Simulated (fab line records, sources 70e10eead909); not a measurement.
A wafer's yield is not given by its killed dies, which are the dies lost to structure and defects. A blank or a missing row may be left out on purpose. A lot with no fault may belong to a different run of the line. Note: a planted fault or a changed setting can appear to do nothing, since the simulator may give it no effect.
8D (eight disciplines) problem report, filled in by code / flow nand harc / the parts of the form that need people (team, actions taken, sign-off) are left out

1. WHAT IS WRONG
heater power total W at NHARC_A_SLIT_SOFTBAKE_04 reads a mean of 173.18 W on 6 wafers of 2 lots; wafers without a fault read 188.43 W with a standard deviation of 0.13. So: -99 or more standard deviations from the usual mean.
The step: time 55 s.
The first sign was on wafer L830.3 at day 25 20:00, on litho track-06. At this step, 42 wafers from 14 lots have a number in the record. Rule for "out" (also "out of limits"): further than 4 standard deviations from the usual mean. All remaining wafers that have a number are taken as sound.

2. WHAT IT IS, WHAT IT ISN'T
question=which readings at this step | is=heater power total W | is not=-
question=which lots | is=L830, L831 | is not=L815, L816, L817, L818, L819, L820, L821, L822, L827, L836, L837, L838
question=which wafers of those lots | is=all that have a number | is not=-
question=read on which tools | is=litho track-06 | is not=litho track-01, litho track-04
question=when | is=from day 25 20:00 | is not=up to then (27 sound wafers); but 9 sound wafers of L836, L837, L838 came after

3. THE SUSPECTS, EACH WITH WHAT RULES IT OUT
Counting: a tool at a process step up to the reading stays a suspect if it ran every lot that is out and no sound lot after the first of them.
- litho track-06 at NHARC_A_SLIT_SOFTBAKE_04 (time 55 s): ruled out as a lasting fault. After its first lot that is out, L830 (day 25 20:00), sound lots L838 ran on it.
Left after counting: nothing in the record.

4. THE CAUSE (what the simulator had put in)
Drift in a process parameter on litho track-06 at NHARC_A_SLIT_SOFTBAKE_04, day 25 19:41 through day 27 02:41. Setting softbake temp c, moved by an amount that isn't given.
Counting ruled it out, wrongly.

5. THE CHAIN OF EFFECTS, in route order
Each row: a reading where the mean over the struck wafers with a number is more than 3 standard deviations away from the usual. Scope: only readings with a usual standard deviation given in the record; hours: median across lots of the time from each lot's start at the first step in this table that gives one to its start at this step; sigmas: change in usual standard deviations.
hours=0; step=NHARC_A_SLIT_SOFTBAKE_04; reading=heater power total W; usual=188.43 W; on struck wafers=173.18; change=-15.25; sigmas=-99 or more
It contains these process steps:
- NHARC_A_SLIT_SOFTBAKE_04: time 55 s.
Later measuring or inspecting steps at which every struck wafer that the step has a row for has a number for every such reading, and none has moved that far: NHARC_END_SORT_01.

6. HOW IT WOULD HAVE BEEN CAUGHT EARLIER
In this record no reading fell out of limits until day 25 20:00, 0 hours after the fault had begun at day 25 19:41.
